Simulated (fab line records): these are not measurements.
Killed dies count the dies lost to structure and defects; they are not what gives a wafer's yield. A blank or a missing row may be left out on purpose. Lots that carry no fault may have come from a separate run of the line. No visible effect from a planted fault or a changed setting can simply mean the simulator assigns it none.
Split-lot trial / flow n5-finfet / 39 wafers read from 7 lots, route of 1938 steps

## SPLIT DETAILS
At N5_FIN_SAQP_ETCH_65 (etches SiO2 in CF4, target depth 4 nm, time 4.4 s), the setting time-s was moved away from the recipe's 4.4 s on 12 of the 39 wafers read, by -56.3% to +47.6%. For the rest of the wafers, this setting stayed at what the recipe calls for.

The reading comes from the split's own step.

## THE READING
etch.depth-nm (the simulator's own value, which no gauge read), in nm, at N5_FIN_SAQP_ETCH_65 (etches SiO2 in CF4, target depth 4 nm, time 4.4 s). The file does not state a usual value for it. Across the 27 wafers here that went through the recipe, the average is 4.013 nm and the standard deviation 0.063 nm.

wafer=L075.1; tool, chamber at the split=rie-si-06, 2; time-s as run, s=1.924; against the recipe=-56.3%; etch.depth-nm, nm=1.756; against lot-mates on the recipe=-2.235
wafer=L075.2; tool, chamber at the split=rie-si-06, 1; time-s as run, s=4.4; against the recipe=recipe; etch.depth-nm, nm=3.997; against lot-mates on the recipe=-
wafer=L075.3; tool, chamber at the split=rie-si-06, 0; time-s as run, s=4.4; against the recipe=recipe; etch.depth-nm, nm=3.945; against lot-mates on the recipe=-
wafer=L075.4; tool, chamber at the split=rie-si-06, 3; time-s as run, s=1.924; against the recipe=-56.3%; etch.depth-nm, nm=1.709; against lot-mates on the recipe=-2.282
wafer=L075.5; tool, chamber at the split=rie-si-06, 2; time-s as run, s=4.4; against the recipe=recipe; etch.depth-nm, nm=4.03; against lot-mates on the recipe=-
wafer=L075.6; tool, chamber at the split=rie-si-06, 3; time-s as run, s=1.924; against the recipe=-56.3%; etch.depth-nm, nm=1.721; against lot-mates on the recipe=-2.270
wafer=L078.1; tool, chamber at the split=rie-si-05, 0; time-s as run, s=4.4; against the recipe=recipe; etch.depth-nm, nm=3.943; against lot-mates on the recipe=-
wafer=L078.2; tool, chamber at the split=rie-si-05, 2; time-s as run, s=1.968; against the recipe=-55.3%; etch.depth-nm, nm=1.825; against lot-mates on the recipe=-2.190
wafer=L078.3; tool, chamber at the split=rie-si-05, 1; time-s as run, s=4.4; against the recipe=recipe; etch.depth-nm, nm=4.084; against lot-mates on the recipe=-
wafer=L078.4; tool, chamber at the split=rie-si-05, 3; time-s as run, s=1.968; against the recipe=-55.3%; etch.depth-nm, nm=1.824; against lot-mates on the recipe=-2.191
wafer=L078.5; tool, chamber at the split=rie-si-05, 0; time-s as run, s=1.968; against the recipe=-55.3%; etch.depth-nm, nm=1.774; against lot-mates on the recipe=-2.241
wafer=L078.6; tool, chamber at the split=rie-si-05, 3; time-s as run, s=4.4; against the recipe=recipe; etch.depth-nm, nm=4.019; against lot-mates on the recipe=-
wafer=L082.1; tool, chamber at the split=rie-si-06, 3; time-s as run, s=4.4; against the recipe=recipe; etch.depth-nm, nm=3.886; against lot-mates on the recipe=-
wafer=L082.2; tool, chamber at the split=rie-si-06, 0; time-s as run, s=4.4; against the recipe=recipe; etch.depth-nm, nm=3.935; against lot-mates on the recipe=-
wafer=L082.3; tool, chamber at the split=rie-si-06, 2; time-s as run, s=4.4; against the recipe=recipe; etch.depth-nm, nm=4.015; against lot-mates on the recipe=-
wafer=L082.4; tool, chamber at the split=rie-si-06, 1; time-s as run, s=4.4; against the recipe=recipe; etch.depth-nm, nm=3.999; against lot-mates on the recipe=-
wafer=L082.5; tool, chamber at the split=rie-si-06, 1; time-s as run, s=4.4; against the recipe=recipe; etch.depth-nm, nm=4.004; against lot-mates on the recipe=-
wafer=L082.6; tool, chamber at the split=rie-si-06, 0; time-s as run, s=4.4; against the recipe=recipe; etch.depth-nm, nm=3.965; against lot-mates on the recipe=-
wafer=L086.1; tool, chamber at the split=rie-si-01, 2; time-s as run, s=4.4; against the recipe=recipe; etch.depth-nm, nm=3.977; against lot-mates on the recipe=-
wafer=L086.2; tool, chamber at the split=rie-si-01, 1; time-s as run, s=6.494; against the recipe=+47.6%; etch.depth-nm, nm=6.001; against lot-mates on the recipe=+1.949
wafer=L086.3; tool, chamber at the split=rie-si-01, 0; time-s as run, s=6.494; against the recipe=+47.6%; etch.depth-nm, nm=6.031; against lot-mates on the recipe=+1.979
wafer=L086.4; tool, chamber at the split=rie-si-01, 3; time-s as run, s=6.494; against the recipe=+47.6%; etch.depth-nm, nm=5.834; against lot-mates on the recipe=+1.782
wafer=L086.5; tool, chamber at the split=rie-si-01, 0; time-s as run, s=4.4; against the recipe=recipe; etch.depth-nm, nm=4.094; against lot-mates on the recipe=-
wafer=L086.6; tool, chamber at the split=rie-si-01, 1; time-s as run, s=4.4; against the recipe=recipe; etch.depth-nm, nm=4.084; against lot-mates on the recipe=-
wafer=L087.2; tool, chamber at the split=rie-si-05, 1; time-s as run, s=4.4; against the recipe=recipe; etch.depth-nm, nm=4.056; against lot-mates on the recipe=-
wafer=L087.3; tool, chamber at the split=rie-si-05, 3; time-s as run, s=4.4; against the recipe=recipe; etch.depth-nm, nm=4.013; against lot-mates on the recipe=-
wafer=L087.4; tool, chamber at the split=rie-si-05, 0; time-s as run, s=4.4; against the recipe=recipe; etch.depth-nm, nm=3.962; against lot-mates on the recipe=-
wafer=L090.1; tool, chamber at the split=rie-si-06, 1; time-s as run, s=4.4; against the recipe=recipe; etch.depth-nm, nm=3.993; against lot-mates on the recipe=-
wafer=L090.2; tool, chamber at the split=rie-si-06, 0; time-s as run, s=4.4; against the recipe=recipe; etch.depth-nm, nm=3.909; against lot-mates on the recipe=-
wafer=L090.3; tool, chamber at the split=rie-si-06, 2; time-s as run, s=5.454; against the recipe=+24.0%; etch.depth-nm, nm=4.975; against lot-mates on the recipe=+1.011
wafer=L090.4; tool, chamber at the split=rie-si-06, 3; time-s as run, s=5.454; against the recipe=+24.0%; etch.depth-nm, nm=4.878; against lot-mates on the recipe=+0.914
wafer=L090.5; tool, chamber at the split=rie-si-06, 2; time-s as run, s=5.454; against the recipe=+24.0%; etch.depth-nm, nm=5.013; against lot-mates on the recipe=+1.049
wafer=L090.6; tool, chamber at the split=rie-si-06, 1; time-s as run, s=4.4; against the recipe=recipe; etch.depth-nm, nm=3.99; against lot-mates on the recipe=-
wafer=L096.1; tool, chamber at the split=rie-si-05, 2; time-s as run, s=4.4; against the recipe=recipe; etch.depth-nm, nm=4.096; against lot-mates on the recipe=-
wafer=L096.2; tool, chamber at the split=rie-si-05, 1; time-s as run, s=4.4; against the recipe=recipe; etch.depth-nm, nm=4.087; against lot-mates on the recipe=-
wafer=L096.3; tool, chamber at the split=rie-si-05, 0; time-s as run, s=4.4; against the recipe=recipe; etch.depth-nm, nm=3.968; against lot-mates on the recipe=-
wafer=L096.4; tool, chamber at the split=rie-si-05, 3; time-s as run, s=4.4; against the recipe=recipe; etch.depth-nm, nm=4.075; against lot-mates on the recipe=-
wafer=L096.5; tool, chamber at the split=rie-si-05, 1; time-s as run, s=4.4; against the recipe=recipe; etch.depth-nm, nm=4.121; against lot-mates on the recipe=-
wafer=L096.6; tool, chamber at the split=rie-si-05, 2; time-s as run, s=4.4; against the recipe=recipe; etch.depth-nm, nm=4.095; against lot-mates on the recipe=-

FIT RESULTS
A straight line over all 39 wafers: etch.depth-nm changes by +0.0403 nm for each +1% of time-s; r = +1.00; the points scatter about the line by 0.063 nm.
The same after taking each lot's own level away (the mean of its wafers on the recipe; 39 wafers): +0.0401 nm for each +1%; r = +1.00; scatter 0.051 nm.
According to that fit, moving time-s by its largest amount changes the reading by 2.3 nm.
The lots' own levels span 3.9640 to 4.0737 nm, that is 1.8 times the standard deviation above.
Consequently the slope shifts little with the lot-to-lot level, the two slopes agreeing.
Check: with one of the wafers moved furthest among these (-56.3%) left out of the fit, the line predicts -2.26 nm for it against its lot-mates. Against them it came out at -2.23 nm.

## THE FILE'S OWN FIT
etch.depth-nm changes by +0.0401 nm for each +1% of time-s, r = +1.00.
